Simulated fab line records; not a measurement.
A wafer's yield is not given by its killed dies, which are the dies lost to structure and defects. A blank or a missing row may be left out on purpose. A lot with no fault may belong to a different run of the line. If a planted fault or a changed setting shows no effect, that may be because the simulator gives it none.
A lot that was struck, set against a sound lot    flow n5_finfet    15 out of 1938 route steps
Sound: these wafers, L568.1, L568.3, L568.6. Wafers L572.1, L572.4, L572.6 were the ones struck. Last of all comes the cause.
At each step with rows: each side's tool, then ch and its chambers, then its first start. Under that, the readings that differ: sound wafers    struck wafers    difference of the means    sigmas: that difference in standard deviations of wafers without a fault.
alike: readings whose means differ by less than 2 such deviations, and words and numbers that are the same on both sides. not compared: withheld readings, readings that some wafer has no value for, bounds like >300 that may hide the same value, and numbers for which the record gives no deviation and whose values overlap.
A row with sigmas, a row that says differs or no value, or rows on one side alone: a step with any of these is where the two part. When numbers do not overlap yet have no deviation, they are printed without sigmas and do not part them. Lack of a reading on every wafer of one side parts them only where that side has two or more wafers.

N5_BEOL_M6_RS_MEAS_57: uses a four-point probe to measure.
  struck on film_metro-02, day 10 06:25; sound on film_metro-02, day 9 12:10
reading         sound              struck             difference  sigmas
M6_RS (ohm/sq)  0.261 0.275 0.271  0.288 0.296 0.296  +0.024      +3
N5_BEOL_M6_INSPECT_58: inspects for defects (darkfield).
  struck on defect_inspect-01, day 10 06:27; sound on defect_inspect-01, day 9 12:11
reading           sound     struck      difference  sigmas
raw_defect_count  57 57 58  92 108 149  +59         +3
N5_BEOL_M7_ILD_DEP_00: deposits SiCOH lowk from DEMS/porogen, target thk 179.75 nm, time 33.4 s.
  sound on pecvd-03 ch 0,2, day 9 12:13; struck on pecvd-03 ch 0,1,2, day 10 06:29
  alike: heater_power_w, showerhead_plenum_p_Torr, throttle_valve_pct
  not compared: since_wet_clean_h
N5_BEOL_M7_CURE_74: cures SiCOH lowk, time 240 s.
  sound on uv_cure-01 ch 2, day 9 12:17; struck on uv_cure-03 ch 2, day 10 06:33
reading           sound              struck             difference  sigmas
wafer_temp_C_max  387.1 388.0 387.5  386.3 385.6 385.7  -1.7        -2
  alike: lamp_power_pct
N5_BEOL_M7_THK_MEAS_01:
  struck on film_metro-02, day 10 07:04; sound on film_metro-01, day 9 12:48
  alike: M7_ILD_THK
N5_BEOL_M7_PECVD_70: deposits SiO2 from TEOS/O2, target thk 20 nm, time 22.7 s.
  sound on pecvd-03 ch 0,2, day 9 12:50; struck on pecvd-03 ch 1,2, day 10 07:06
  alike: heater_power_w, showerhead_plenum_p_Torr, throttle_valve_pct
  not compared: since_wet_clean_h
N5_BEOL_M7_HM_DEP_02: deposits TiN, target thk 20 nm.
  struck on pvd_sputter-01, day 10 07:10; sound on pvd_sputter-01, day 9 13:52
  alike: throttle_valve_pct
then, 5 steps without rows for these wafers: N5_BEOL_M7_COAT_59 (time 60 s, resist thk 100 nm); N5_BEOL_M7_COAT_60 (time 60 s, resist thk 35 nm); N5_BEOL_M7_COAT_05 (resist thk 90 nm); N5_BEOL_M7_EBR_07; N5_BEOL_M7_SOFTBAKE_06 (time 60 s).
N5_BEOL_M7_EXPOSE_08: exposes mask M7.
  sound on arfi_scanner-01 ch 0, day 9 14:14; struck on arfi_scanner-01 ch 0, day 10 07:24
reading               sound              struck             difference  sigmas
exposure_dose_mJ_cm2  68.30 68.26 68.20  67.38 67.37 67.38  -0.88       -11
  alike: mask, focus_offset_nm
then, 1 step without rows for these wafers: N5_BEOL_M7_PEB_09 (peb time 60 s).
-- record jumps: 3 days separate the struck wafers' starts on either side; left off in module BEOL_M7, taken up again in module PASSIVATION, whose first shown step is the route's number 1936 --
N5_PASSIVATION_PROBE_49:
  struck on prober-02, day 13 02:29; sound on prober-02, day 11 20:46
reading                   sound           struck     difference  sigmas
defect_limited_yield (%)  90.1 89.7 90.8  94.6 92.2  +3.2        +2
killed_dies               117 121 109     64 92      -38         -2
sort_bin_5_function (%)   6.0 6.4 5.6     2.7 4.3    -2.5        -3
sort_n_pass               1063 1059 1071  1116 1088  +38         +2
sort_yield_pct (%)        90.1 89.7 90.8  94.6 92.2  +3.2        +2
  alike: killed_at_M0_to_M3, killed_at_M4_up, killed_at_contacts, killed_at_front_end, killed_at_other, killed_open, killed_short, sort_bin_6_memory, sort_bin_8_speed

WHERE THEY PART
First at N5_BEOL_M6_RS_MEAS_57; last, within this record, at N5_PASSIVATION_PROBE_49.

WHY: the cause the simulator had injected
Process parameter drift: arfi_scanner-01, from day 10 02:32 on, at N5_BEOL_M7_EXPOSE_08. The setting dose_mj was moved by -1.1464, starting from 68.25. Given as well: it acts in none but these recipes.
